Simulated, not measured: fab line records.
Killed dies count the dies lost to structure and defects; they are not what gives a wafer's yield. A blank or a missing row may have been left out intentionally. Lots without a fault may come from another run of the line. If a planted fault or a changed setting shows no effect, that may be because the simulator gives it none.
Matching of chambers    flow n5_finfet    N5_ILD0_CMP_03 on cmp-03 has 4 sister chambers
The step polishes, stops on SiNx, t overpolish 1.9 s, target thk 197.38 nm. 8 wafers are shown with their chamber, then 7 later ones without.

== WAFERS PAIRED WITH THEIR CHAMBERS ==
wafer   chamber  motor_current_A (A)  time_to_endpoint_s (s)
L081.3  0        11.2                 71.2
L082.3  0        11.5                 70.5
L082.5  3        12.4                 72.3
L085.2  1        12.6                 71.3
L085.5  1        12.0                 71.1
L085.6  2        14.5                 72.4
L087.1  2        15.4                 66.0
L087.4  3        13.0                 71.4

== WAFERS WITH NO CHAMBER GIVEN ==
wafer   motor_current_A (A)  time_to_endpoint_s (s)
L087.5  15.1                 70.7
L094.1  13.3                 72.8
L094.2  11.1                 72.2
L094.3  14.8                 74.3
L096.1  14.6                 73.4
L096.3  13.2                 69.9
L096.4  13.3                 72.3

== WHICH CHAMBER EACH WENT THROUGH ==
wafer   from the rows above      in truth
L087.5  2                        2
L094.1  can't be placed: 3 or 1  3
L094.2  can't be placed: 0 or 1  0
L094.3  2                        2
L096.1  2                        2
L096.3  can't be placed: 3 or 1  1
L096.4  can't be placed: 3 or 1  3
Correctly placed: 3 of 7. Unplaceable from these rows: 4, with the true chamber sitting among the candidates in 4. 0 placed wrongly.
How it was worked out, from the rows above alone: a wafer's distance from a chamber is the root of the sum, over the readings, of the square of ((its reading less the chamber's mean) divided by the reading's scatter). The wafer belongs to the nearest chamber; if the next one is less than 2 further off, it can't be placed. A chamber's mean is the mean of its shown wafers. The scatter: the root of (the sum of the squares of (reading less its chamber's mean) over the shown wafers, divided by (wafers less chambers)).
